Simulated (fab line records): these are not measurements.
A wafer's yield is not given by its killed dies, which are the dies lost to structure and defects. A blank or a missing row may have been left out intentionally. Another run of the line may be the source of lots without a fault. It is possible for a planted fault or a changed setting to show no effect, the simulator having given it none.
Matching of chambers	flow nandHarc	NHARC_A_STAIRCASE_DEP_471 on pecvd-04 has 3 sister chambers
The step deposits SiO2, target thk 100 nm. 3 wafers are shown with their chamber, then 8 later ones without.

WAFERS, EACH WITH ITS CHAMBER
wafer	chamber	throttleValvePct (%)
L087.1	1	15.6
L089.5	0	16.0
L091.4	2	16.3

WAFERS WITHOUT THEIR CHAMBER
wafer	throttleValvePct (%)
L091.5	15.8
L091.6	15.6
L094.2	16.4
L094.3	15.9
L094.5	15.9
L096.1	15.4
L096.4	16.0
L096.6	15.5

WHICH CHAMBER EACH WENT THROUGH
wafer	from the rows above	in truth
L091.5	can't be placed: 0 or 1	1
L091.6	1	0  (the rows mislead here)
L094.2	2	2
L094.3	can't be placed: 0 or 1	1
L094.5	can't be placed: 0 or 1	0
L096.1	1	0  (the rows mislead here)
L096.4	0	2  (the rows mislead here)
L096.6	1	1
Correctly placed: 2 of 8. Not placeable from these rows: 3 (in 3, the candidates include the true chamber). Placed wrongly: 3.
How it was worked out, from the rows above alone: a wafer's distance from a chamber is the root of the sum, over the readings, of the square of ((its reading less the chamber's mean) divided by the reading's scatter). The wafer belongs to the nearest chamber; if the next one is less than 2 further off, it can't be placed. The mean given for a chamber averages the wafers shown for that chamber. The scatter: root of mean squared gap, hidden wafer to nearest shown wafer, with one shown wafer a chamber.
